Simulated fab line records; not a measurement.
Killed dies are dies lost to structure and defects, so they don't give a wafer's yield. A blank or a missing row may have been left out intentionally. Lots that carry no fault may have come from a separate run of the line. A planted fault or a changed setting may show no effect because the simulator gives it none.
What tool caused it?    flow n5_finfet    8 lots with 24 wafers sampled at 4 steps, on a route of 1938 steps

== WHAT THE GAUGES READ, wafer by wafer ==
N5_SPACER0_INSPECT_04: inspects for defects (darkfield).
lot   measured     on                 raw_defect_count
L766  day 3 23:02  defect_inspect-01  132 95 124
L767  day 4 01:44  defect_inspect-01  107 129 97
L769  day 4 13:04  defect_inspect-01  435 372 366
L771  day 5 03:49  defect_inspect-01  377 400 371
L781  day 7 13:47  defect_inspect-02  122 157 140
L782  day 7 17:51  defect_inspect-01  84 91 122
L784  day 8 05:57  defect_inspect-02  154 168 157
L785  day 8 11:29  defect_inspect-01  61 97 122

== TOOL THAT RAN EACH LOT (tool first, then ch and the chambers of the sampled wafers, then the start) ==
lot   N5_DUMMY_GATE_ETCH_29              N5_DUMMY_GATE_ETCH_23            N5_SPACER0_ALD_07
L766  rie_diel-01 ch 0,3, day 3 21:20    rie_si-04 ch 1,2, day 3 21:59    ald_sin-04 ch 0,2,3, day 3 22:28
L767  rie_diel-05 ch 0,1,3, day 3 23:49  rie_si-03 ch 2,3, day 4 00:27    ald_sin-04 ch 0,2, day 4 00:56
L769  rie_diel-01 ch 1,2, day 4 11:19    rie_si-05 ch 0,2, day 4 11:57    ald_sin-04 ch 1,2,3, day 4 12:29
L771  rie_diel-01 ch 2,3, day 5 01:29    rie_si-03 ch 0,1, day 5 02:08    ald_sin-04 ch 0,2, day 5 03:15
L781  rie_diel-05 ch 1,2,3, day 7 11:52  rie_si-05 ch 2,3, day 7 12:31    ald_sin-01 ch 1,2, day 7 13:14
L782  rie_diel-05 ch 1,2, day 7 15:59    rie_si-03 ch 2,3, day 7 16:43    ald_sin-04 ch 0,2,3, day 7 17:17
L784  rie_diel-04 ch 0,2,3, day 8 04:16  rie_si-04 ch 0,2,3, day 8 04:53  ald_sin-04 ch 1,2,3, day 8 05:23
L785  rie_diel-01 ch 1,2,3, day 8 09:47  rie_si-03 ch 0,1,3, day 8 10:26  ald_sin-04 ch 1,2,3, day 8 10:55
- N5_DUMMY_GATE_ETCH_29: etches underlayer in N2/H2, target depth 13 nm.
- N5_DUMMY_GATE_ETCH_23: etches poly-Si in HBr/Cl2/O2, target depth 41 nm, time 22.3 s.
- N5_SPACER0_ALD_07: deposits SiNx, target thk 2 nm.

== THE ANSWER, worked out from the rows above alone ==
Rule: the lots themselves supply what counts as usual. Put in order of their means at a reading, lots are off if they are a third of the lots or fewer, leave a main group of 4 or more, and stand apart from it by a gap of 3 or more times the standard deviation of the main group's means; of several such gaps the widest counts. Not used: any main group whose means are identical at the precision the tables above print for the reading. Also off: a lot with no number at a reading for which 4 or more lots have one. Where the step has rows for the other lots, those lots are counted as sound.
Off: L769, L771 (N5_SPACER0_INSPECT_04, raw_defect_count). The main group has a mean of 120 with a standard deviation of 23.
A tool fits if, at a process step before that reading, it ran every lot that is off, and no sound lot after the first of them. Gauges at N5_SPACER0_INSPECT_04: tried the same way as those tools. Of those tried, none fits.

== WHAT THE SIMULATOR HAD PUT IN ==
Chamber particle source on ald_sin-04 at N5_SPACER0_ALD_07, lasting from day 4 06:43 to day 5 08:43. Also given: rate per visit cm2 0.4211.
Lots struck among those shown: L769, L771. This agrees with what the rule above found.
